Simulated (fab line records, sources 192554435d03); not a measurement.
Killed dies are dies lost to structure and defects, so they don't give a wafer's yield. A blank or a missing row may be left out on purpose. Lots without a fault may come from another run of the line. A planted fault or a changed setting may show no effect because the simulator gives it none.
Problem report in the 8D (eight disciplines) form, filled by code | flow n5_finfet | the parts of the form that need people (team, actions taken, sign-off) are left out

1. THE PROBLEM
run_length_s at N5_BEOL_M1_COAT_76 reads a mean of 83.04 s on 4 wafers of 3 lots; wafers without a fault read 66.17 s with a standard deviation of 0.21. That is +80 standard deviations from the usual mean.
The step: time 60 s, resist thk 5 nm.
First seen on wafer L138.2, day 9 16:59, on litho_track-04. The record holds 28 wafers of 10 lots with a number at this step. Rule for "out", or "out of limits": more than 4 standard deviations from the usual mean. The other wafers with a number count as sound.

2. WHAT IT IS AND WHAT IT IS NOT
question                    | is                             | is not
which readings at this step | run_length_s                   | chill_plate_temp_C
which lots                  | L138, L139, L141               | L130, L133, L143, L144, L146, L150, L151
which wafers of those lots  | L138.2, L138.3, L139.2, L141.3 | L139.1, L141.1, L141.4
read on which tools         | litho_track-04                 | litho_track-01, litho_track-05
when                        | from day 9 16:59               | up to then (6 sound wafers); but 18 sound wafers of L139, L141, L143, L144, L146, L150, L151 came after

3. SUSPECTS, AND WHAT RULES EACH OUT
Counting: a tool at a process step up to the reading stays a suspect if it ran every lot that is out. Sound lots after the first of them don't rule it out here, since some wafers of a struck lot are sound.
- litho_track-04 at N5_BEOL_M1_COAT_76 (time 60 s, resist thk 5 nm): kept. It ran every lot that is out, first L138 (day 9 16:59); its last sound lot up to then is L133 (day 7 07:08). Its own readings are out on those wafers: run_length_s.
Left after counting: litho_track-04 at N5_BEOL_M1_COAT_76.

4. THE CAUSE (what the simulator had put in)
Process parameter drift: litho_track-04, from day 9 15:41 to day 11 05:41, at N5_BEOL_M1_COAT_76. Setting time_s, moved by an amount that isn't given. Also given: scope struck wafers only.
Counting left only this tool.

5. THE CHAIN OF EFFECTS, in route order
Each row: a reading whose mean over the struck wafers that have a number lies more than 3 standard deviations from the usual. Only readings for which the record gives a usual standard deviation are gone through. hours: the time from each lot's start at the first step in this table that gives one to its start at this step, as a median over the lots. sigmas: the change in usual standard deviations.
hours | step               | reading      | usual   | on struck wafers | change | sigmas
0     | N5_BEOL_M1_COAT_76 | run_length_s | 66.17 s | 83.04            | +16.87 | +80
The process steps in it:
- N5_BEOL_M1_COAT_76: time 60 s, resist thk 5 nm.
Later measuring or inspecting steps at which every struck wafer that the step has a row for has a number for every such reading, and none has moved that far: N5_BEOL_M4_RC_MEAS_101.

6. WHAT WOULD HAVE CAUGHT IT SOONER
In this record the first reading out of limits was taken at day 9 16:59, 1 hour after the fault began at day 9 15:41.
